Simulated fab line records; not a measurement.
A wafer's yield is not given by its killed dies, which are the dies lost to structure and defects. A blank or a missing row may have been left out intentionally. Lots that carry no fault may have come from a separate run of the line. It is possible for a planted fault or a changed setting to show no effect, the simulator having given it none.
Chamber matching | flow nand harc | rie diel-03 running NHARC_A_CONTACT_ETCH_75: 4 sister chambers
The step etches the open film in CF4, target depth 39 nm, time 65 s. 39 wafers are shown with their chamber, then 12 later ones without.

## EACH WAFER AND ITS CHAMBER
wafer  | chamber | drypump motor current A (A) | showerhead plenum p Torr (Torr) | oes product au (a.u.)
L075.4 | 2       | 6.3                         | 1.71                            | 1.016
L075.5 | 3       | 5.3                         | 1.76                            | 0.990
L075.6 | 2       | 6.3                         | 1.71                            | 1.014
L076.3 | 2       | 6.3                         | 1.71                            | 1.023
L076.4 | 3       | 5.3                         | 1.76                            | 0.990
L076.6 | 2       | 6.3                         | 1.71                            | 1.019
L077.1 | 3       | 5.3                         | 1.76                            | 1.000
L077.4 | 0       | 5.4                         | 1.75                            | 1.012
L077.5 | 0       | 5.4                         | 1.75                            | 1.009
L079.1 | 2       | 6.3                         | 1.71                            | 1.018
L079.4 | 0       | 5.4                         | 1.75                            | 0.997
L079.5 | 2       | 6.3                         | 1.71                            | 1.015
L081.2 | 0       | 5.4                         | 1.75                            | 0.999
L081.3 | 3       | 5.2                         | 1.76                            | 0.995
L081.6 | 0       | 5.4                         | 1.75                            | 0.993
L082.1 | 3       | 5.3                         | 1.76                            | 1.007
L082.3 | 1       | 5.6                         | 1.72                            | 0.988
L082.5 | 1       | 5.6                         | 1.73                            | 1.004
L084.2 | 0       | 5.4                         | 1.75                            | 1.006
L084.3 | 3       | 5.3                         | 1.75                            | 1.011
L084.4 | 2       | 6.4                         | 1.71                            | 1.010
L083.1 | 0       | 5.4                         | 1.75                            | 0.988
L083.2 | 1       | 5.6                         | 1.72                            | 1.001
L083.6 | 3       | 5.3                         | 1.75                            | 1.014
L086.1 | 3       | 5.3                         | 1.75                            | 1.013
L086.5 | 0       | 5.4                         | 1.75                            | 1.002
L086.6 | 3       | 5.3                         | 1.75                            | 1.014
L087.1 | 1       | 5.6                         | 1.72                            | 1.000
L087.5 | 1       | 5.6                         | 1.72                            | 0.992
L087.6 | 2       | 6.4                         | 1.71                            | 1.000
L089.2 | 1       | 5.7                         | 1.72                            | 0.987
L089.3 | 2       | 6.4                         | 1.71                            | 1.004
L089.5 | 3       | 5.3                         | 1.75                            | 0.995
L088.3 | 2       | 6.3                         | 1.70                            | 1.000
L088.5 | 2       | 6.3                         | 1.70                            | 1.002
L088.6 | 3       | 5.3                         | 1.75                            | 0.991
L090.1 | 1       | 5.6                         | 1.72                            | 0.996
L090.2 | 0       | 5.4                         | 1.75                            | 0.970
L090.5 | 2       | 6.3                         | 1.70                            | 1.006

SIGNATURES, as means of the wafers listed above
reading                  | chamber 0 | chamber 1 | chamber 2 | chamber 3 | scatter within a chamber
drypump motor current A  | 5.400     | 5.614     | 6.325     | 5.291     | 0.0339
showerhead plenum p Torr | 1.7500    | 1.7214    | 1.7075    | 1.7545    | 0.00408
oes product au           | 0.99733   | 0.99543   | 1.01058   | 1.00182   | 0.0097
Rule: a wafer lies at a distance from a chamber equal to the root of the sum of squares, over the readings, of (its reading less the chamber's mean, divided by the reading's scatter). If the next closest chamber is less than 2 further off than the closest, the wafer can't be placed; otherwise it belongs to the closest. The scatter: the root of (the sum of the squares of (reading less its chamber's mean) over the shown wafers, divided by (wafers less chambers)).

## WAFERS WITH NO CHAMBER GIVEN
wafer  | drypump motor current A (A) | showerhead plenum p Torr (Torr) | oes product au (a.u.)
L092.1 | 6.3                         | 1.70                            | 1.014
L092.2 | 5.4                         | 1.75                            | 0.990
L092.3 | 5.6                         | 1.72                            | 0.983
L094.3 | 5.4                         | 1.75                            | 0.996
L094.4 | 5.6                         | 1.72                            | 0.997
L094.5 | 5.6                         | 1.72                            | 1.001
L095.2 | 5.6                         | 1.72                            | 0.988
L095.4 | 5.4                         | 1.75                            | 0.996
L095.6 | 5.6                         | 1.72                            | 0.980
L096.2 | 5.3                         | 1.75                            | 0.993
L096.4 | 5.3                         | 1.75                            | 0.984
L096.6 | 5.4                         | 1.74                            | 0.989

## EACH ONE'S CHAMBER
wafer  | from the rows above     | in truth
L092.1 | 2                       | 2
L092.2 | 0                       | 0
L092.3 | 1                       | 1
L094.3 | 0                       | 0
L094.4 | 1                       | 1
L094.5 | 1                       | 1
L095.2 | 1                       | 1
L095.4 | 0                       | 0
L095.6 | 1                       | 1
L096.2 | can't be placed: 3 or 0 | 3
L096.4 | can't be placed: 3 or 0 | 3
L096.6 | 0                       | 0
Placed correctly: 10 of 12. Not placeable from these rows: 2 (in 2, the candidates include the true chamber). Wrongly placed: 0.
